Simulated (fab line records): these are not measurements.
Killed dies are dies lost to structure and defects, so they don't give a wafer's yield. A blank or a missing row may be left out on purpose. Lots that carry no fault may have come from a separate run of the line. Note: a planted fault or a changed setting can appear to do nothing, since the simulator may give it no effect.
Matching of chambers | flow n5 finfet | N5_SD_EPI_N_LINER_46 on ald sin-03 has 4 sister chambers
The step material SiNx, target thk 3 nm. 27 wafers are shown with their chamber, then 12 later ones without.

WAFERS WITH THEIR CHAMBER
wafer  | chamber | heater power w (W)
L075.1 | 3       | 829
L075.2 | 0       | 745
L075.3 | 2       | 898
L075.4 | 1       | 709
L075.5 | 3       | 818
L075.6 | 2       | 880
L080.1 | 3       | 802
L080.2 | 0       | 728
L080.6 | 3       | 828
L081.2 | 0       | 742
L081.4 | 2       | 875
L081.5 | 3       | 818
L085.1 | 2       | 903
L085.2 | 3       | 830
L085.3 | 0       | 723
L085.4 | 3       | 830
L085.5 | 0       | 727
L085.6 | 2       | 877
L087.2 | 1       | 765
L087.4 | 3       | 811
L087.6 | 1       | 767
L089.2 | 3       | 822
L089.4 | 0       | 726
L089.6 | 0       | 723
L091.1 | 3       | 823
L091.2 | 1       | 752
L091.3 | 2       | 902

SIGNATURES (means of the wafers above)
reading        | chamber 0 | chamber 1 | chamber 2 | chamber 3 | scatter within a chamber
heater power w | 730.57    | 748.25    | 889.17    | 821.10    | 13.7
Rule: distance of a wafer from a chamber = root of the sum over the readings of ((wafer's reading minus chamber's mean) / reading's scatter) squared. The wafer belongs to the nearest chamber; if the next one is less than 2 further off, it can't be placed. The scatter: the root of (the sum of the squares of (reading less its chamber's mean) over the shown wafers, divided by (wafers less chambers)).

WAFERS WITH NO CHAMBER GIVEN
wafer  | heater power w (W)
L091.4 | 740
L091.5 | 744
L091.6 | 752
L094.4 | 826
L094.5 | 755
L094.6 | 884
L095.1 | 880
L095.5 | 880
L095.6 | 748
L097.1 | 897
L097.4 | 835
L097.5 | 841

THE CHAMBER EACH PASSED THROUGH
wafer  | from the rows above     | in truth
L091.4 | can't be placed: 1 or 0 | 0
L091.5 | can't be placed: 1 or 0 | 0
L091.6 | can't be placed: 1 or 0 | 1
L094.4 | 3                       | 3
L094.5 | can't be placed: 1 or 0 | 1
L094.6 | 2                       | 2
L095.1 | 2                       | 2
L095.5 | 2                       | 2
L095.6 | can't be placed: 1 or 0 | 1
L097.1 | 2                       | 2
L097.4 | 3                       | 3
L097.5 | 3                       | 3
Correctly placed: 7 of 12. Unplaceable from these rows: 5, with the true chamber sitting among the candidates in 5. 0 placed wrongly.
